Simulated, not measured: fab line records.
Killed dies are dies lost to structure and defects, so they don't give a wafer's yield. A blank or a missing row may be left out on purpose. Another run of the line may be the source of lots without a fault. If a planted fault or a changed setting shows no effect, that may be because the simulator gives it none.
Matching of chambers | flow n5_finfet | N5_BEOL_M5_CURE_79 on uv_cure-03 has 3 sister chambers
The step cures SiCOH lowk, time 240 s. 6 wafers are shown with their chamber, then 12 later ones without.

WAFERS, EACH WITH ITS CHAMBER
wafer  | chamber | wafer_temp_C_max | lamp_power_pct (%)
L078.4 | 1       | 386.5            | 52.26
L078.6 | 1       | 386.3            | 52.32
L083.4 | 0       | 387.0            | 52.23
L083.5 | 0       | 387.0            | 52.34
L087.5 | 2       | 386.8            | 52.33
L087.6 | 2       | 387.2            | 52.34

WAFERS WHOSE CHAMBER IS MISSING
wafer  | wafer_temp_C_max | lamp_power_pct (%)
L085.1 | 387.2            | 52.38
L085.4 | 387.3            | 52.36
L085.5 | 387.4            | 52.32
L088.2 | 386.8            | 52.37
L088.4 | 386.5            | 52.40
L088.6 | 387.1            | 52.40
L089.2 | 386.7            | 52.32
L089.3 | 386.7            | 52.29
L089.6 | 386.3            | 52.39
L097.3 | 387.3            | 52.28
L097.4 | 386.3            | 52.34
L097.6 | 386.4            | 52.42

CHAMBER TAKEN BY EACH
wafer  | from the rows above          | in truth
L085.1 | can't be placed: 2 or 0      | 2
L085.4 | can't be placed: 2 or 0      | 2
L085.5 | can't be placed: 2 or 0      | 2
L088.2 | can't be placed: 2 or 0 or 1 | 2
L088.4 | can't be placed: 1 or 2 or 0 | 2
L088.6 | can't be placed: 2 or 0      | 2
L089.2 | can't be placed: 2 or 1 or 0 | 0
L089.3 | can't be placed: 1 or 0 or 2 | 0
L089.6 | can't be placed: 1 or 2      | 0
L097.3 | can't be placed: 0 or 2      | 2
L097.4 | 1                            | 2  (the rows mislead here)
L097.6 | can't be placed: 1 or 2 or 0 | 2
0 of 12 placed correctly. Unplaceable from these rows: 11, with the true chamber sitting among the candidates in 10. 1 placed wrongly.
How it was worked out, from the rows above alone: a wafer's distance from a chamber is the root of the sum, over the readings, of the square of ((its reading less the chamber's mean) divided by the reading's scatter). The wafer belongs to the nearest chamber; if the next one is less than 2 further off, it can't be placed. The mean given for a chamber averages the wafers shown for that chamber. How the scatter is found: for the shown wafers, subtract from each reading the mean of its chamber, square and add these, divide the total by (wafers less chambers), then take the root.
